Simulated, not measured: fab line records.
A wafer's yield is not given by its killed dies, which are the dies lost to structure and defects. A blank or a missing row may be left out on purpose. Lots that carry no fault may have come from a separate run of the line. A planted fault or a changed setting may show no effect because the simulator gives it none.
Which tool is to blame?    flow n5 finfet    11 lots, 33 wafers sampled, at 1 step of a route of 1938

## WHAT THE GAUGES SHOWED, per wafer
N5_WELL_APT_INSPECT_10: inspects for defects (macro).
lot   measured     on                 raw defect count
L075  day 1 20:15  defect inspect-01  2 2 5
L078  day 2 13:55  defect inspect-02  0 2 2
L080  day 3 01:53  defect inspect-01  2 2 3
L082  day 3 13:52  defect inspect-02  1 0 1
L084  day 4 01:55  defect inspect-02  4 2 0
L086  day 4 13:46  defect inspect-02  0 5 1
L088  day 5 01:44  defect inspect-01  0 6 0
L090  day 5 13:58  defect inspect-02  4 1 1
L092  day 6 01:52  defect inspect-02  3 4 2
L094  day 6 13:44  defect inspect-01  6 1 2
L097  day 7 07:44  defect inspect-02  3 1 5

## EACH LOT AND THE TOOL THAT RAN IT (in order: tool; ch and the chambers of the sampled wafers; start)
There is no process step in the record ahead of these readings.

## THE ANSWER, worked out from the rows above alone
Rule: the lots themselves supply what counts as usual. The widest of any qualifying gaps counts: lots, ordered by their means at a reading, are off when they make up no more than a third of the lots, leave a main group of 4 or more, and stand apart from it by 3 or more times the standard deviation of that group's means. Not used: any main group whose means are identical at the precision the tables above print for the reading. Also off: a lot with no number at a reading for which 4 or more lots have one. Any other lot the step has rows for is counted as sound.
No lot is off on any of the readings shown, so nothing can be concluded from this.

## WHAT THE SIMULATOR HAD INSERTED
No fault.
